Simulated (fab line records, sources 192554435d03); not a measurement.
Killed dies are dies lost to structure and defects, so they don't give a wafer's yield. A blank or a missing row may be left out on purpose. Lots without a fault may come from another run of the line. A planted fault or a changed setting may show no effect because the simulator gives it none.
Split-lot experiment | flow n5_finfet | 7 lots, 21 wafers read, on a route of 1938 steps

THE SPLIT
At N5_BEOL_M10_VIA_ETCH_34 (etches SiCOH lowk in C4F6/O2, target depth 184.5 nm, time 69.2 s), the setting time_s was moved away from the recipe's 69.2 s on 7 of the 21 wafers read, by -12.1% to +17.8%. The other wafers ran this setting at the recipe's value.

The reading is taken at the split's own step.

THE READING
SOC_of_BEOL_M10_COAT_63.thk_nm (the simulator's own value, which no gauge read), in nm, at N5_BEOL_M10_VIA_ETCH_34 (etches SiCOH lowk in C4F6/O2, target depth 184.5 nm, time 69.2 s). The file gives no usual value for it. The 14 wafers here that ran the recipe average 91.8 nm, standard deviation 0.27 nm.

wafer  | tool, chamber at the split | time_s as run, s | against the recipe | SOC_of_BEOL_M10_COAT_63.thk_nm, nm | against lot-mates on the recipe
L075.2 | rie_diel-02, 2             | 69.2             | recipe             | 91.8                               | -
L075.3 | rie_diel-02, 0             | 69.2             | recipe             | 91.4                               | -
L075.6 | rie_diel-02, 0             | 69.2             | recipe             | 91.4                               | -
L077.1 | rie_diel-03, 2             | 69.2             | recipe             | 92                                 | -
L077.2 | rie_diel-03, 0             | 69.2             | recipe             | 92.2                               | -
L077.5 | rie_diel-03, 2             | 69.2             | recipe             | 91.8                               | -
L078.4 | rie_diel-02, 3             | 69.2             | recipe             | 92                                 | -
L078.5 | rie_diel-02, 0             | 69.2             | recipe             | 91.8                               | -
L078.6 | rie_diel-02, 2             | 69.2             | recipe             | 92                                 | -
L081.1 | rie_diel-01, 0             | 60.82            | -12.1%             | 93                                 | +1.0
L081.3 | rie_diel-01, 2             | 60.82            | -12.1%             | 92.8                               | +0.8
L081.5 | rie_diel-01, 2             | 69.2             | recipe             | 92                                 | -
L082.1 | rie_diel-02, 2             | 69.2             | recipe             | 91.6                               | -
L082.2 | rie_diel-02, 0             | 75.09            | +8.5%              | 91.2                               | -0.5
L082.5 | rie_diel-02, 1             | 69.2             | recipe             | 91.8                               | -
L090.2 | rie_diel-02, 0             | 69.2             | recipe             | 91.6                               | -
L090.4 | rie_diel-02, 3             | 64.19            | -7.2%              | 92.4                               | +0.8
L090.6 | rie_diel-02, 0             | 64.19            | -7.2%              | 92.4                               | +0.8
L093.4 | rie_diel-03, 3             | 81.55            | +17.8%             | 90.8                               | -1.6
L093.5 | rie_diel-03, 2             | 69.2             | recipe             | 92.4                               | -
L093.6 | rie_diel-03, 1             | 81.55            | +17.8%             | 91                                 | -1.4

THE FIT
A straight line over all 21 wafers: SOC_of_BEOL_M10_COAT_63.thk_nm changes by -0.066 nm for each +1% of time_s; r = -0.89; the points scatter about the line by 0.26 nm.
The same after taking each lot's own level away (the mean of its wafers on the recipe; 21 wafers): -0.0824 nm for each +1%; r = -0.97; scatter 0.15 nm.
On that fit, the largest move of time_s shifts the reading by 1.5 nm.
The lots' own levels span 91.53 to 92.40 nm, that is 3.2 times the standard deviation above.
So the lot-to-lot level changes the slope: the two fits differ.
Check: with one of the wafers moved furthest among these (+17.8%) left out of the fit, the line predicts -1.38 nm for it against its lot-mates. It came out at -1.6 nm against them.

OTHER SPLITS ON THESE WAFERS
These wafers also went through other splits before the reading. Each is held against what the fit with the lots' levels taken away leaves over:
other split on the same wafers   | wafers away from the commonest value | r with SOC_of_BEOL_M10_COAT_63.thk_nm (lot level and that fit taken away)
N5_BEOL_M9_TRENCH_ETCH_37 bias_w | 10                                   | +0.14
N5_BEOL_M10_EXPOSE_25 dose_mj    | 6                                    | +0.06

THE WHOLE CHAIN: every reading that the file lists as answering this split, in the file's order
step                    | what it does                                                     | reading                                                                         | change (the file's fit)                | r (the file's)
N5_BEOL_M10_VIA_ETCH_34 | etches SiCOH lowk in C4F6/O2, target depth 184.5 nm, time 69.2 s | etch.depth_nm (the simulator's own value, which no gauge read)                  | +2 nm for each +1% of the setting      | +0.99
N5_BEOL_M10_VIA_ETCH_34 | etches SiCOH lowk in C4F6/O2, target depth 184.5 nm, time 69.2 s | SOC_of_BEOL_M10_COAT_63.thk_nm (the simulator's own value, which no gauge read) | -0.0809 nm for each +1% of the setting | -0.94

THE FILE'S OWN FIT
SOC_of_BEOL_M10_COAT_63.thk_nm changes by -0.0809 nm for each +1% of time_s, r = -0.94.
